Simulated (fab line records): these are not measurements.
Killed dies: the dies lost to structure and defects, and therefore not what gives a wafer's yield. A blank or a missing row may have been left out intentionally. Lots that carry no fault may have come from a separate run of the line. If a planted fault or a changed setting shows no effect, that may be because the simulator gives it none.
fab line records	flow nand_harc	part 2 of 2: steps 27 to 37 of 37
record lots=5	wafers=15	last_day=33
route steps=1302 shown P_GATE@191 P_CONTACT@217
lots with no fault: from the same line, run without faults
start_h: hours from the record's first day to the start of the lot's first wafer shown	wait_h: hours from the lot's prior step to this one	" as in the row above	L1.1+2: a row that stands for several wafers	- no value, or no start was given	* or withheld: withheld	< > ~ a bound
route shown NAME@n: NAME is a module with steps in the file, n the number in the route of the first one	usual: mean/standard deviation of fault-free wafers	same: alike in all rows	chamber/n: place in a boat	sites: readings site by site	_std_site: how widely they spread, as a standard deviation	_edge_site: the outer-site mean with the inner-site mean subtracted	radius_mm: how far each site lies from the wafer's centre	mask NAME#n: copy n	behind: tool/chamber where the wafer was last shaped	hold: the reason the lot was held/the length of the hold in hours/how it ended	device: the transistor (n, p or np) that didn't switch	end of line: the same wafers' tests at the end of the route	step lacking rows: just its recipe	killed: dies that structure and defects cost at the first sort, which is not the same as the wafer's yield	map: the dies of a wafer, with x for killed, . for not killed, _ for no die there
set.NAME: the setting as run; set.NAME@STEP: as run at that earlier step	model.NAME: the simulator's own value behind a step, which no gauge read
lots seen at some steps along the route; tables by step, rows by wafer
services: a tool's chamber out of use, with start hour (start_h, from the record's first day; less than 0 if before it), hours out, and reason
## steps
# step NHARC_P_CONTACT_DEP_30
# recipe target_thk_a=300	temp_c=400	target_thk_nm=30	flow_sccm=200	rf_w=450	material=SiNx
# usual heater_power_w=696/110	rf_fwd_power_W=448.8/1.6
lot.wafer	tool	chamber	start_h	wait_h	heater_power_w	rf_fwd_power_W
L076.5	pecvd-02	1	145.33	0.2	721	450.4
L076.4	"	2	"	"	821	448.6
L076.6	"	0	"	"	667	450.6
L077.3	pecvd-03	0	158.55	0.1	702	447.6
L077.6	"	1	"	"	646	449.3
L077.4	"	2	"	"	831	448.4
L084.1	pecvd-03	0	224.55	0.1	624	448.8
L084.2	"	2	"	"	921	448.8
L084.6	"	0	"	"	635	448.8
L089.2	pecvd-01	0	263.07	0.1	691	447.8
L089.6	"	0	"	"	698	448.9
L089.5	"	1	"	"	700	449.8
L096.1	pecvd-02	0	336.96	0.1	668	450.5
L096.5	"	0	"	"	671	449.9
L096.6	"	2	"	"	795	448.4
# step NHARC_P_CONTACT_DEP_00
# recipe target_thk_a=5000	temp_c=400	pressure_torr=6.5	rf_w=900	teos_flow_sccm=161.4	flow_sccm=2650	target_thk_nm=500	gas=O2	material=SiO2
# usual heater_power_w=535/110	mfc_precursor_sccm=161.4/0.45	rf_fwd_power_W=897.7/2.8	throttle_valve_pct=16.1/0.55
lot.wafer	tool	chamber	start_h	wait_h	heater_power_w	mfc_precursor_sccm	rf_fwd_power_W	throttle_valve_pct
L076.5	pecvd-02	1	-	-	556	161.7	898.4	14.6
L076.4	"	2	"	"	627	161.3	896.6	16.7
L076.6	"	0	"	"	569	161.5	895.9	15.8
L077.3	pecvd-03	0	-	-	523	161.5	903.9	16.5
L077.6	"	1	"	"	477	161.4	897.4	15.7
L077.4	"	2	"	"	733	161.0	902.4	16.9
L084.1	pecvd-03	0	-	-	514	161.4	896.0	15.7
L084.2	"	2	"	"	766	161.6	894.3	16.4
L084.6	"	0	"	"	530	161.7	895.6	16.0
L089.2	pecvd-01	0	-	-	489	162.0	896.1	16.2
L089.6	"	0	"	"	543	161.7	899.6	16.1
L089.5	"	1	"	"	543	162.7	894.8	16.4
L096.1	pecvd-02	0	-	-	628	161.4	897.0	16.2
L096.5	"	0	"	"	630	161.8	898.0	15.9
L096.6	"	2	"	"	587	161.6	895.8	16.5
# step NHARC_P_CONTACT_CMP_01
# recipe target_thk_nm=200	material=SiO2
# usual motor_current_A=11.8/0.61	slurry_filter_dp_kPa=13.50/0.14
lot.wafer	tool	chamber	start_h	wait_h	motor_current_A	slurry_filter_dp_kPa
L076.4	cmp-01	3	145.92	-	12.4	13.60
L076.6	"	3	"	"	12.1	13.38
L076.5	"	0	"	"	11.3	13.51
L077.4	cmp-02	1	159.29	-	12.3	13.39
L077.3	"	3	"	"	13.1	13.68
L077.6	"	0	"	"	12.0	13.64
L084.1	cmp-02	2	225.32	-	10.9	13.62
L084.2	"	3	"	"	12.6	13.70
L084.6	"	0	"	"	11.2	13.52
L089.2	cmp-02	2	263.83	-	10.8	13.47
L089.6	"	0	"	"	11.1	13.33
L089.5	"	1	"	"	12.9	13.57
L096.1	cmp-01	2	337.73	-	12.0	13.56
L096.5	"	0	"	"	11.1	13.58
L096.6	"	1	"	"	12.6	13.61
# step NHARC_P_CONTACT_SRD_03
lot.wafer	tool	chamber	start_h	wait_h
L076.4+6+5	wet_bench-03	0,1,4	146.23	0.0
L077.3+6+4	wet_bench-03	3,6,0	159.56	0.0
L084.2+6+1	wet_bench-01	6,7,0	225.57	0.0
L089.6+2+5	wet_bench-01	1,2,3	264.08	0.0
L096.1+5+6	wet_bench-04	2,3,4	337.98	0.0
# step NHARC_P_CONTACT_DEHYDRATE_04
# recipe temp_c=150	time_s=120
# usual chill_plate_temp_C=23.01/0.11
lot.wafer	tool	chamber	start_h	wait_h	chill_plate_temp_C
L076.4	litho_track-01	0	146.31	0.1	22.88
L076.5	"	0	"	"	22.97
L076.6	"	0	"	"	22.98
L077.3	litho_track-04	0	159.65	0.1	23.13
L077.4	"	0	"	"	22.96
L077.6	"	0	"	"	23.13
L084.1	litho_track-06	0	225.65	0.1	22.77
L084.2	"	0	"	"	22.88
L084.6	"	0	"	"	22.98
L089.2	litho_track-01	0	264.16	0.1	22.96
L089.5	"	0	"	"	23.06
L089.6	"	0	"	"	23.02
L096.1	litho_track-06	0	338.06	0.1	23.28
L096.5	"	0	"	"	23.11
L096.6	"	0	"	"	23.25
# step NHARC_P_CONTACT_HMDS_05
# recipe time_s=30
# usual chill_plate_temp_C=23.01/0.11
lot.wafer	tool	chamber	start_h	wait_h	chill_plate_temp_C
L076.4	litho_track-01	0	-	-	23.00
L076.5	"	0	"	"	22.95
L076.6	"	0	"	"	23.03
L077.3	litho_track-04	0	-	-	22.99
L077.4	"	0	"	"	23.06
L077.6	"	0	"	"	22.98
L084.1	litho_track-06	0	-	-	22.86
L084.2	"	0	"	"	22.99
L084.6	"	0	"	"	23.02
L089.2	litho_track-01	0	-	-	23.17
L089.5	"	0	"	"	22.97
L089.6	"	0	"	"	23.00
L096.1	litho_track-06	0	-	-	23.04
L096.5	"	0	"	"	22.96
L096.6	"	0	"	"	22.86
# step NHARC_P_CONTACT_COAT_33
# recipe temp_c=260	time_s=75
# usual chill_plate_temp_C=22.99/0.099
lot.wafer	tool	chamber	start_h	wait_h	chill_plate_temp_C
L076.4	litho_track-01	0	-	-	23.03
L076.5	"	0	"	"	23.06
L076.6	"	0	"	"	23.07
L077.3	litho_track-04	0	-	-	22.99
L077.4	"	0	"	"	22.87
L077.6	"	0	"	"	22.92
L084.1	litho_track-06	0	-	-	23.01
L084.2	"	0	"	"	22.90
L084.6	"	0	"	"	23.10
L089.2	litho_track-01	0	-	-	22.81
L089.5	"	0	"	"	23.10
L089.6	"	0	"	"	23.09
L096.1	litho_track-06	0	-	-	23.14
L096.5	"	0	"	"	23.13
L096.6	"	0	"	"	23.12
# step NHARC_P_CONTACT_COAT_34
# recipe temp_c=225	time_s=65
# usual chill_plate_temp_C=22.99/0.11
lot.wafer	tool	chamber	start_h	wait_h	chill_plate_temp_C
L076.4	litho_track-01	0	-	-	22.96
L076.5	"	0	"	"	22.86
L076.6	"	0	"	"	22.99
L077.3	litho_track-04	0	-	-	23.08
L077.4	"	0	"	"	23.15
L077.6	"	0	"	"	22.94
L084.1	litho_track-06	0	-	-	23.16
L084.2	"	0	"	"	23.17
L084.6	"	0	"	"	22.89
L089.2	litho_track-01	0	-	-	23.07
L089.5	"	0	"	"	23.02
L089.6	"	0	"	"	22.97
L096.1	litho_track-06	0	-	-	23.01
L096.5	"	0	"	"	22.96
L096.6	"	0	"	"	23.14
# step NHARC_P_CONTACT_COAT_06
# recipe spin_rpm=1500	resist_thk_nm=90
# usual chill_plate_temp_C=22.97/0.094
lot.wafer	tool	chamber	start_h	wait_h	chill_plate_temp_C
L076.4	litho_track-01	0	-	-	22.97
L076.5	"	0	"	"	23.02
L076.6	"	0	"	"	22.86
L077.3	litho_track-04	0	-	-	22.92
L077.4	"	0	"	"	22.96
L077.6	"	0	"	"	22.84
L084.1	litho_track-06	0	-	-	23.13
L084.2	"	0	"	"	23.08
L084.6	"	0	"	"	23.00
L089.2	litho_track-01	0	-	-	22.93
L089.5	"	0	"	"	22.91
L089.6	"	0	"	"	22.99
L096.1	litho_track-06	0	-	-	23.06
L096.5	"	0	"	"	23.02
L096.6	"	0	"	"	23.08
# step NHARC_P_CONTACT_SOFTBAKE_07
# recipe temp_c=105	time_s=55
# usual chill_plate_temp_C=22.99/0.12
lot.wafer	tool	chamber	start_h	wait_h	chill_plate_temp_C
L076.4	litho_track-01	0	-	-	22.92
L076.5	"	0	"	"	22.90
L076.6	"	0	"	"	23.17
L077.3	litho_track-04	0	-	-	23.02
L077.4	"	0	"	"	22.96
L077.6	"	0	"	"	22.96
L084.1	litho_track-06	0	-	-	23.13
L084.2	"	0	"	"	23.20
L084.6	"	0	"	"	23.04
L089.2	litho_track-01	0	-	-	22.96
L089.5	"	0	"	"	22.88
L089.6	"	0	"	"	22.89
L096.1	litho_track-06	0	-	-	22.83
L096.5	"	0	"	"	22.94
L096.6	"	0	"	"	23.07
# step NHARC_P_CONTACT_EBR_08
# usual chill_plate_temp_C=22.99/0.1
lot.wafer	tool	chamber	start_h	wait_h	chill_plate_temp_C
L076.4	litho_track-01	0	-	-	22.95
L076.5	"	0	"	"	23.08
L076.6	"	0	"	"	23.01
L077.3	litho_track-04	0	-	-	22.86
L077.4	"	0	"	"	23.04
L077.6	"	0	"	"	23.10
L084.1	litho_track-06	0	-	-	22.91
L084.2	"	0	"	"	22.86
L084.6	"	0	"	"	22.90
L089.2	litho_track-01	0	-	-	23.12
L089.5	"	0	"	"	22.98
L089.6	"	0	"	"	22.90
L096.1	litho_track-06	0	-	-	23.00
L096.5	"	0	"	"	23.12
L096.6	"	0	"	"	23.17
## services
tool	chamber	start_h	hours	kind
litho_track-05	-	124.01	7.0	pm
pecvd-02	-	132.21	1.2	repair
litho_track-01	-	155.00	7.0	pm
pvd_sputter-02	-	157.18	0.9	repair
wet_bench-07	-	160.00	8.0	pm
plasma_asher-01	-	162.72	1.8	repair
implanter-01	-	163.81	1.4	repair
plasma_asher-01	-	165.77	9.0	pm
pecvd-03	-	176.27	0.2	repair
litho_track-06	-	179.00	7.0	pm
litho_track-04	-	203.00	7.0	pm
plasma_asher-02	-	210.15	3.4	repair
pvd_sputter-01	-	212.40	9.8	repair
pvd_sputter-01	-	226.00	10.0	pm
litho_track-02	-	227.00	7.0	pm
wet_bench-05	-	230.84	3.8	repair
pvd_sputter-02	-	239.30	0.6	repair
plasma_asher-02	-	249.00	9.0	pm
litho_track-07	-	251.00	7.0	pm
wet_bench-05	-	260.80	8.0	pm
pvd_sputter-02	-	282.00	10.0	pm
litho_track-05	-	299.01	7.0	pm
litho_track-01	-	330.00	7.0	pm
wet_bench-07	-	336.00	8.0	pm
